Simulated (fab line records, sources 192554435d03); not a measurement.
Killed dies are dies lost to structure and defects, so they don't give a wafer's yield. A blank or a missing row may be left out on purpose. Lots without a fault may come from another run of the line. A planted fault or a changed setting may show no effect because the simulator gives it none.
Problem report in the 8D (eight disciplines) form, filled by code | flow n5_finfet | the parts of the form that need people (team, actions taken, sign-off) are left out

1. THE PROBLEM
etch_rf_on_time_s at N5_GATE_CUT_ETCH_28 reads a mean of 6.8 s on 4 wafers of 2 lots; wafers without a fault read 10.5 s with a standard deviation of 0.36. That is -10 standard deviations from the usual mean.
The step: etches underlayer in N2/H2, target depth 13 nm, time 10.4 s.
First seen on wafer L542.2, day 7 08:00, on rie_diel-02. The record holds 27 wafers of 9 lots with a number at this step. Rule for "out", or "out of limits": more than 4 standard deviations from the usual mean. The other wafers with a number count as sound.

2. WHAT IT IS AND WHAT IT IS NOT
question                    | is                             | is not
which readings at this step | etch_rf_on_time_s              | drypump_motor_current_A, rf_vpp_V, throttle_valve_pct
which lots                  | L542, L544                     | L532, L534, L537, L538, L551, L552, L554
which wafers of those lots  | L542.2, L542.6, L544.2, L544.6 | L542.4, L544.4
read on which tools         | rie_diel-02                    | rie_diel-03, rie_diel-05
when                        | from day 7 08:00               | up to then (13 sound wafers); but 10 sound wafers of L544, L551, L552, L554 came after

3. SUSPECTS, AND WHAT RULES EACH OUT
Counting: a tool at a process step up to the reading stays a suspect if it ran every lot that is out. Sound lots after the first of them don't rule it out here, since some wafers of a struck lot are sound.
- rie_diel-02 at N5_GATE_CUT_ETCH_28 (etches underlayer in N2/H2, target depth 13 nm, time 10.4 s): kept. It ran every lot that is out, first L542 (day 7 08:00); its last sound lot up to then is L538 (day 6 11:08). Its own readings are out on those wafers: etch_rf_on_time_s.
Left after counting: rie_diel-02 at N5_GATE_CUT_ETCH_28.

4. THE CAUSE (what the simulator had put in)
Process parameter drift: rie_diel-02, from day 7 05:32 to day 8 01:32, at N5_GATE_CUT_ETCH_28. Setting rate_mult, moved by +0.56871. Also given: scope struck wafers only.
Counting left only this tool.

5. THE CHAIN OF EFFECTS, in route order
Each row: a reading whose mean over the struck wafers that have a number lies more than 3 standard deviations from the usual. Only readings for which the record gives a usual standard deviation are gone through. hours: the time from each lot's start at the first step in this table that gives one to its start at this step, as a median over the lots. sigmas: the change in usual standard deviations.
hours | step                | reading           | usual  | on struck wafers | change | sigmas
0     | N5_GATE_CUT_ETCH_28 | etch_rf_on_time_s | 10.5 s | 6.8              | -3.7   | -10
The process steps in it:
- N5_GATE_CUT_ETCH_28: etches underlayer in N2/H2, target depth 13 nm, time 10.4 s.
Later measuring or inspecting steps at which every struck wafer that the step has a row for has a number for every such reading, and none has moved that far: N5_BEOL_M4_RC_MEAS_101.

6. WHAT WOULD HAVE CAUGHT IT SOONER
In this record the first reading out of limits was taken at day 7 08:00, 2 hours after the fault began at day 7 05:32.
